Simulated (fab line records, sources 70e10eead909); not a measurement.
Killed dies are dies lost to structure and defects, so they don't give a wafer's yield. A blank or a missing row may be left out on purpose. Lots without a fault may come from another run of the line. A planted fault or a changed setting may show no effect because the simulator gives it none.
Chamber matching | flow nand_harc | NHARC_A_CONTACT_ALD_18 on ald_metal-04: 4 sister chambers
The step deposits TiN, target thk 3 nm, pulse time 1 s, ald cycles 150. 7 wafers are shown with their chamber, then 10 later ones without.

WAFERS WITH THEIR CHAMBER
wafer  | chamber | heater_power_w (W) | precursor_pulse_height_rel
L082.2 | 3       | 970                | 1.004
L083.3 | 0       | 1053               | 1.025
L083.5 | 1       | 987                | 1.002
L085.2 | 0       | 1049               | 0.991
L085.6 | 2       | 885                | 0.974
L088.3 | 2       | 905                | 1.008
L088.5 | 1       | 993                | 1.000

WAFERS WITHOUT THEIR CHAMBER
wafer  | heater_power_w (W) | precursor_pulse_height_rel
L088.6 | 897                | 1.006
L089.1 | 875                | 0.975
L089.3 | 988                | 1.032
L089.6 | 874                | 0.986
L090.1 | 910                | 1.029
L090.2 | 1056               | 0.978
L090.6 | 1033               | 1.014
L092.2 | 981                | 0.985
L092.4 | 1025               | 1.034
L092.5 | 966                | 1.010

WHICH CHAMBER EACH WENT THROUGH
wafer  | from the rows above     | in truth
L088.6 | 2                       | 2
L089.1 | 2                       | 2
L089.3 | can't be placed: 1 or 3 | 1
L089.6 | 2                       | 2
L090.1 | 2                       | 2
L090.2 | 0                       | 0
L090.6 | 0                       | 0
L092.2 | can't be placed: 1 or 3 | 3
L092.4 | can't be placed: 0 or 1 | 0
L092.5 | 3                       | 3
Placed correctly: 7 of 10. Can't be placed from these rows: 3 (the true chamber is among the candidates in 3). Placed wrongly: 0.
How it was worked out, from the rows above alone: a wafer's distance from a chamber is the root of the sum, over the readings, of the square of ((its reading less the chamber's mean) divided by the reading's scatter). The wafer belongs to the nearest chamber; if the next one is less than 2 further off, it can't be placed. A chamber's mean is the mean of its shown wafers. The scatter: the root of (the sum of the squares of (reading less its chamber's mean) over the shown wafers, divided by (wafers less chambers)).
